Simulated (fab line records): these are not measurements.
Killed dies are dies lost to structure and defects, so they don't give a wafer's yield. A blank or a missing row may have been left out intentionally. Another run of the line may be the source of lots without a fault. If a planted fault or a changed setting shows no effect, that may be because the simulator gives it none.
Split-lot experiment | flow n5-finfet | 39 wafers read from 7 lots, route of 1938 steps

== THE SPLIT ITSELF ==
At N5_BEOL_M7_TRENCH_ETCH_37 (etches SiCOH lowk in C4F6/O2, target depth 93.478 nm, time 31.2 s), the setting time-s was moved away from the recipe's 31.2 s on 12 of the 39 wafers read, by -53.0% to +34.6%. The other wafers ran this setting at the recipe's value.

== FROM THE SPLIT TO THE READING: what the file shows between them, 8 steps ==
- N5_BEOL_M7_ETCH_41: etches SiCN in CH3F/O2, target depth 31.9 nm, time 57.8 s
- N5_BEOL_M7_STRIP_80: strips in N2/H2, time 10 s
- N5_BEOL_M7_OCD_MEAS_38
- N5_BEOL_M7_HM_STRIP_39: strips TiN in peroxide tin strip, target depth 25 nm, time 158 s
- N5_BEOL_M7_SRD_40: time 30 s
- N5_BEOL_M7_ECD_50: material Cu, target thk 300 nm
- N5_BEOL_M7_ANNEAL_51: time 90 s
- N5_BEOL_M7_CMP_52: polishes, stops on SiCOH lowk, t overpolish 6.9 s, target thk 80 nm

== THE READING ==
M7_THK, in nm, at N5_BEOL_M7_THK_MEAS_53 (measures by xrf). On this fab line, fault-free wafers typically give 79 nm with a standard deviation of 3.1 nm.

wafer  | tool, chamber at the split | time-s as run, s | against the recipe | M7_THK, nm | against lot-mates on the recipe
L074.1 | rie-diel-04, 0             | 41.89            | +34.3%             | 108        | +31
L074.2 | rie-diel-04, 1             | 31.2             | recipe             | 78         | -
L074.3 | rie-diel-04, 3             | 41.89            | +34.3%             | 102        | +25
L074.4 | rie-diel-04, 2             | 31.2             | recipe             | 79         | -
L074.5 | rie-diel-04, 2             | 41.89            | +34.3%             | 110        | +33
L074.6 | rie-diel-04, 3             | 31.2             | recipe             | 73         | -
L078.1 | rie-diel-02, 3             | 31.2             | recipe             | 75         | -
L078.2 | rie-diel-02, 0             | 31.2             | recipe             | 85         | -
L078.3 | rie-diel-02, 2             | 31.2             | recipe             | 80         | -
L078.4 | rie-diel-02, 1             | 31.2             | recipe             | 81         | -
L078.5 | rie-diel-02, 3             | 31.2             | recipe             | 76         | -
L078.6 | rie-diel-02, 2             | 31.2             | recipe             | 80         | -
L083.1 | rie-diel-02, 0             | 31.2             | recipe             | 83         | -
L083.2 | rie-diel-02, 1             | 31.2             | recipe             | 78         | -
L083.3 | rie-diel-02, 3             | 31.2             | recipe             | 74         | -
L083.4 | rie-diel-02, 2             | 31.2             | recipe             | 81         | -
L083.5 | rie-diel-02, 0             | 31.2             | recipe             | 83         | -
L083.6 | rie-diel-02, 1             | 31.2             | recipe             | 79         | -
L089.1 | rie-diel-06, 3             | 31.2             | recipe             | 80         | -
L089.2 | rie-diel-06, 0             | 14.66            | -53.0%             | 31         | -50
L089.3 | rie-diel-06, 2             | 14.66            | -53.0%             | 31         | -50
L089.4 | rie-diel-06, 1             | 31.2             | recipe             | 81         | -
L089.5 | rie-diel-06, 3             | 31.2             | recipe             | 81         | -
L089.6 | rie-diel-06, 2             | 14.66            | -53.0%             | 30         | -51
L088.1 | rie-diel-02, 2             | 31.2             | recipe             | 81         | -
L088.2 | rie-diel-02, 3             | 31.2             | recipe             | 73         | -
L088.3 | rie-diel-02, 1             | 41.98            | +34.6%             | 115        | +37
L088.4 | rie-diel-02, 0             | 41.98            | +34.6%             | 117        | +39
L088.5 | rie-diel-02, 0             | 31.2             | recipe             | 80         | -
L088.6 | rie-diel-02, 1             | 41.98            | +34.6%             | 115        | +37
L092.1 | rie-diel-02, 0             | 31.2             | recipe             | 83         | -
L092.2 | rie-diel-02, 2             | 41.82            | +34.0%             | 114        | +34
L092.3 | rie-diel-02, 1             | 41.82            | +34.0%             | 115        | +35
L092.4 | rie-diel-02, 3             | 31.2             | recipe             | 75         | -
L092.5 | rie-diel-02, 1             | 31.2             | recipe             | 83         | -
L092.6 | rie-diel-02, 0             | 41.82            | +34.0%             | 116        | +36
L095.1 | rie-diel-02, 3             | 31.2             | recipe             | 76         | -
L095.3 | rie-diel-02, 1             | 31.2             | recipe             | 82         | -
L095.5 | rie-diel-02, 1             | 31.2             | recipe             | 82         | -

THE FIT
A straight line over all 39 wafers: M7_THK changes by +0.942 nm for each +1% of time-s; r = +0.99; the points scatter about the line by 3.6 nm.
The same after taking each lot's own level away (the mean of its wafers on the recipe; 39 wafers): +0.97 nm for each +1%; r = +0.99; scatter 3.2 nm.
That fit puts the effect of the largest move of time-s on the reading at 51 nm.
Measured against the standard deviation above, the lots' own levels, which go from 76.7 to 80.7 nm, span 1.3 times it.
So the lot-to-lot level changes the slope little: the two slopes agree.
Check: -51.5 nm against its lot-mates is what the line predicts for one of the wafers moved furthest among these (-53.0%) when that wafer is left out of the fit. It came out at -49.7 nm against them.

== THE OTHER SPLITS THESE WAFERS WENT THROUGH ==
These wafers also went through other splits before the reading. Each is held against what the fit with the lots' levels taken away leaves over:
other split on the same wafers     | wafers away from the commonest value | r with M7_THK (lot level and that fit taken away)
N5_BEOL_M5_ILD_DEP_00 target-thk-a | 12                                   | +0.05

== THE WHOLE CHAIN: every reading that the file lists as answering this split, in the file's order ==
step                      | what it does                                                        | reading                                                                          | change (the file's fit)                                                              | r (the file's)
N5_BEOL_M7_TRENCH_ETCH_37 | etches SiCOH lowk in C4F6/O2, target depth 93.478 nm, time 31.2 s   | etch.depth-nm (the simulator's own value, which no gauge read)                   | +0.961 nm for each +1% of the setting                                                | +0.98
N5_BEOL_M7_TRENCH_ETCH_37 | etches SiCOH lowk in C4F6/O2, target depth 93.478 nm, time 31.2 s   | BEOL_M7.feature-depth-nm (the simulator's own value, which no gauge read)        | +0.962 nm for each +1% of the setting                                                | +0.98
N5_BEOL_M7_TRENCH_ETCH_37 | etches SiCOH lowk in C4F6/O2, target depth 93.478 nm, time 31.2 s   | TiN_of_BEOL_M7_HM_DEP_02.thk-nm (the simulator's own value, which no gauge read) | -0.0258 nm for each +1% of the setting                                               | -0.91
N5_BEOL_M7_OCD_MEAS_38    |                                                                     | trench-depth-nm                                                                  | +0.965 nm for each +1% of the setting                                                | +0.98
N5_BEOL_M7_CMP_52         | polishes, stops on SiCOH lowk, t overpolish 6.9 s, target thk 80 nm | Cu_of_BEOL_M7_ECD_50.thk-nm (the simulator's own value, which no gauge read)     | +0.971 nm for each +1% of the setting                                                | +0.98
N5_BEOL_M7_THK_MEAS_53    | measures by xrf                                                     | M7_THK                                                                           | +0.972 for each +1% of the setting                                                   | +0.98
N5_BEOL_M7_RS_MEAS_57     | measures by four-point-probe                                        | M7_RS                                                                            | not straight: 0.957 at the lowest setting, 0.291 at the recipe, 0.187 at the highest | not given

== FILE'S OWN FIT ==
M7_THK changes by +0.972 nm for each +1% of time-s, r = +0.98.
